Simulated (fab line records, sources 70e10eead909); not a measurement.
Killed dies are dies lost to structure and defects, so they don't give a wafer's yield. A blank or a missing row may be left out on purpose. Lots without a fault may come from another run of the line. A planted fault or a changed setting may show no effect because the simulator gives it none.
Chamber matching | flow nand_harc | NHARC_A_CHANNEL_FILL_D2_ALD_14 on ald_hk-02: 4 sister chambers
The step deposits SiO2, target thk 2.5 nm, pulse time 10 s, ald cycles 25. 8 wafers are shown with their chamber, then 7 later ones without.

WAFERS WITH THEIR CHAMBER
wafer  | chamber | heater_power_w (W) | precursor_pulse_height_rel
L075.4 | 3       | 518                | 1.008
L075.6 | 0       | 508                | 1.017
L077.6 | 2       | 418                | 1.013
L084.1 | 1       | 430                | 1.044
L084.3 | 3       | 479                | 0.995
L084.6 | 0       | 468                | 1.008
L087.1 | 1       | 428                | 1.003
L087.3 | 2       | 417                | 0.975

WAFERS WITHOUT THEIR CHAMBER
wafer  | heater_power_w (W) | precursor_pulse_height_rel
L087.4 | 462                | 0.955
L086.4 | 478                | 0.948
L086.5 | 423                | 1.008
L086.6 | 412                | 0.991
L091.2 | 496                | 1.016
L091.3 | 414                | 0.997
L091.5 | 436                | 1.012

WHICH CHAMBER EACH WENT THROUGH
wafer  | from the rows above               | in truth
L087.4 | can't be placed: 3 or 2 or 0 or 1 | 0
L086.4 | can't be placed: 3 or 0 or 2 or 1 | 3
L086.5 | can't be placed: 2 or 1           | 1
L086.6 | can't be placed: 2 or 1           | 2
L091.2 | can't be placed: 0 or 3           | 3
L091.3 | can't be placed: 2 or 1           | 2
L091.5 | can't be placed: 1 or 2 or 0      | 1
Placed correctly: 0 of 7. Can't be placed from these rows: 7 (the true chamber is among the candidates in 7). Placed wrongly: 0.
How it was worked out, from the rows above alone: a wafer's distance from a chamber is the root of the sum, over the readings, of the square of ((its reading less the chamber's mean) divided by the reading's scatter). The wafer belongs to the nearest chamber; if the next one is less than 2 further off, it can't be placed. A chamber's mean is the mean of its shown wafers. The scatter: the root of (the sum of the squares of (reading less its chamber's mean) over the shown wafers, divided by (wafers less chambers)).
